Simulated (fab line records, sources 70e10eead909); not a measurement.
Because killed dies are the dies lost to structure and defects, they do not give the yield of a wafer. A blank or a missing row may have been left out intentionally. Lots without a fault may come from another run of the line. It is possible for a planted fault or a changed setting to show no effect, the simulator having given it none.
Matching of chambers ; flow nand_harc ; NHARC_A_CHANNEL_FILL_D1_STRIP_28 on rie_diel-03 has 4 sister chambers
The step strips in O2, time 20 s. 22 wafers are shown with their chamber, then 11 later ones without.

## WAFERS WITH THEIR CHAMBER
wafer;chamber;showerhead_plenum_p_Torr (Torr);drypump_motor_current_A (A);rf_vpp_V (V)
L075.2;2;3.44;5.7;57.3
L075.5;2;3.44;5.7;57.1
L075.6;1;3.51;5.7;58.6
L078.2;3;3.43;5.4;56.9
L078.3;1;3.51;5.7;56.6
L078.6;3;3.43;5.3;58.0
L084.1;3;3.43;5.4;57.3
L084.2;1;3.50;5.7;58.3
L084.6;2;3.43;5.7;58.1
L084.3;2;3.43;5.7;56.0
L084.4;0;3.75;5.4;58.1
L084.5;1;3.50;5.7;56.9
L086.2;1;3.50;5.7;57.9
L086.3;2;3.43;5.7;57.5
L086.5;1;3.50;5.7;58.1
L089.4;2;3.43;5.7;56.8
L089.5;2;3.43;5.7;58.8
L089.6;3;3.43;5.4;57.4
L090.1;3;3.43;5.4;56.8
L090.2;2;3.43;5.7;57.7
L090.3;0;3.75;5.4;59.1
L090.4;1;3.50;5.7;57.2

SIGNATURES (means of the wafers above)
reading;chamber 0;chamber 1;chamber 2;chamber 3;scatter within a chamber
showerhead_plenum_p_Torr;3.7500;3.5029;3.4325;3.4300;0.00403
drypump_motor_current_A;5.400;5.700;5.700;5.380;0.0211
rf_vpp_V;58.600;57.657;57.413;57.280;0.739
Rule: for a wafer and a chamber, the distance is found by dividing, reading by reading, the gap between the wafer's reading and the chamber's mean by the reading's scatter, squaring, summing and taking the root. The wafer belongs to the nearest chamber; if the next one is less than 2 further off, it can't be placed. The scatter is the square root of a quotient: the sum, over the shown wafers, of each reading's squared deviation from its chamber's mean, divided by wafers minus chambers.

## WAFERS WHOSE CHAMBER IS MISSING
wafer;showerhead_plenum_p_Torr (Torr);drypump_motor_current_A (A);rf_vpp_V (V)
L090.5;3.43;5.7;58.1
L090.6;3.43;5.4;58.0
L091.1;3.75;5.4;58.3
L091.4;3.75;5.4;59.1
L091.5;3.43;5.7;57.2
L092.3;3.43;5.7;57.5
L092.4;3.50;5.7;57.5
L092.6;3.43;5.4;57.2
L095.2;3.75;5.4;58.5
L095.3;3.42;5.4;56.8
L095.4;3.43;5.7;55.7

## CHAMBER TAKEN BY EACH
wafer;from the rows above;in truth
L090.5;2;2
L090.6;3;3
L091.1;0;0
L091.4;0;0
L091.5;2;2
L092.3;2;2
L092.4;1;1
L092.6;3;3
L095.2;0;0
L095.3;3;3
L095.4;2;2
Correctly placed: 11 of 11. Number that these rows cannot place: 0. 0 placed wrongly.
